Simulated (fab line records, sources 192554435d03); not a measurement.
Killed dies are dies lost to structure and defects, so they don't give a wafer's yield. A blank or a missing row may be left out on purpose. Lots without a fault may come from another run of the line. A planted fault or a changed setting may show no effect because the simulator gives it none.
Chamber matching | flow n5_finfet | N5_STI_FIN_REVEAL_ETCH_34 on rie_si-01: 4 sister chambers
The step etches Si in H2, material Si, target depth 0.97 nm. 8 wafers are shown with their chamber, then 7 later ones without.

WAFERS WITH THEIR CHAMBER
wafer  | chamber | drypump_motor_current_A (A) | throttle_valve_pct (%)
L085.4 | 3       | 5.5                         | 26.7
L087.5 | 0       | 6.7                         | 24.8
L087.6 | 3       | 5.5                         | 26.6
L088.1 | 2       | 5.4                         | 25.5
L088.2 | 0       | 6.7                         | 24.8
L088.5 | 2       | 5.5                         | 25.5
L093.3 | 1       | 5.3                         | 26.2
L093.5 | 1       | 5.3                         | 26.2

WAFERS WITHOUT THEIR CHAMBER
wafer  | drypump_motor_current_A (A) | throttle_valve_pct (%)
L093.6 | 5.4                         | 25.5
L095.1 | 5.3                         | 26.2
L095.4 | 5.5                         | 26.7
L095.6 | 6.7                         | 24.8
L097.3 | 5.5                         | 26.7
L097.5 | 5.5                         | 26.6
L097.6 | 6.7                         | 24.8

WHICH CHAMBER EACH WENT THROUGH
wafer  | from the rows above | in truth
L093.6 | 2                   | 2
L095.1 | 1                   | 1
L095.4 | 3                   | 3
L095.6 | 0                   | 0
L097.3 | 3                   | 3
L097.5 | 3                   | 3
L097.6 | 0                   | 0
Placed correctly: 7 of 7. Can't be placed from these rows: 0. Placed wrongly: 0.
How it was worked out, from the rows above alone: a wafer's distance from a chamber is the root of the sum, over the readings, of the square of ((its reading less the chamber's mean) divided by the reading's scatter). The wafer belongs to the nearest chamber; if the next one is less than 2 further off, it can't be placed. A chamber's mean is the mean of its shown wafers. The scatter: the root of (the sum of the squares of (reading less its chamber's mean) over the shown wafers, divided by (wafers less chambers)).
